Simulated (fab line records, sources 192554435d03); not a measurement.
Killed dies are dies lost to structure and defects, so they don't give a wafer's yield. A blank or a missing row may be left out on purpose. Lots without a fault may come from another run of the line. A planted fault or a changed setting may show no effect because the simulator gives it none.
Chamber matching | flow n5_finfet | N5_FIN_SAQP_PECVD_48 on pecvd-02: 3 sister chambers
The step deposits SiNx from SiH4/NH3/N2, target thk 25 nm, time 22.1 s. 6 wafers are shown with their chamber, then 12 later ones without.

WAFERS WITH THEIR CHAMBER
wafer  | chamber | throttle_valve_pct (%) | heater_power_w (W)
L085.5 | 2       | 38.6                   | 1011
L087.3 | 1       | 40.1                   | 740
L087.5 | 0       | 40.0                   | 825
L089.2 | 0       | 39.9                   | 784
L089.3 | 1       | 40.5                   | 726
L089.6 | 2       | 38.7                   | 939

WAFERS WITHOUT THEIR CHAMBER
wafer  | throttle_valve_pct (%) | heater_power_w (W)
L090.2 | 40.3                   | 811
L090.3 | 38.6                   | 947
L090.5 | 40.4                   | 706
L092.1 | 38.7                   | 839
L092.2 | 40.4                   | 712
L092.3 | 40.2                   | 699
L093.3 | 40.4                   | 707
L093.5 | 40.5                   | 817
L093.6 | 38.7                   | 1003
L095.2 | 40.4                   | 849
L095.4 | 38.9                   | 926
L095.6 | 40.5                   | 843

WHICH CHAMBER EACH WENT THROUGH
wafer  | from the rows above     | in truth
L090.2 | can't be placed: 0 or 1 | 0
L090.3 | 2                       | 2
L090.5 | 1                       | 1
L092.1 | 2                       | 2
L092.2 | 1                       | 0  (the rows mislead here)
L092.3 | 1                       | 1
L093.3 | 1                       | 1
L093.5 | can't be placed: 1 or 0 | 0
L093.6 | 2                       | 2
L095.2 | can't be placed: 0 or 1 | 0
L095.4 | 2                       | 2
L095.6 | can't be placed: 0 or 1 | 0
Placed correctly: 7 of 12. Can't be placed from these rows: 4 (the true chamber is among the candidates in 4). Placed wrongly: 1.
How it was worked out, from the rows above alone: a wafer's distance from a chamber is the root of the sum, over the readings, of the square of ((its reading less the chamber's mean) divided by the reading's scatter). The wafer belongs to the nearest chamber; if the next one is less than 2 further off, it can't be placed. A chamber's mean is the mean of its shown wafers. The scatter: the root of (the sum of the squares of (reading less its chamber's mean) over the shown wafers, divided by (wafers less chambers)).
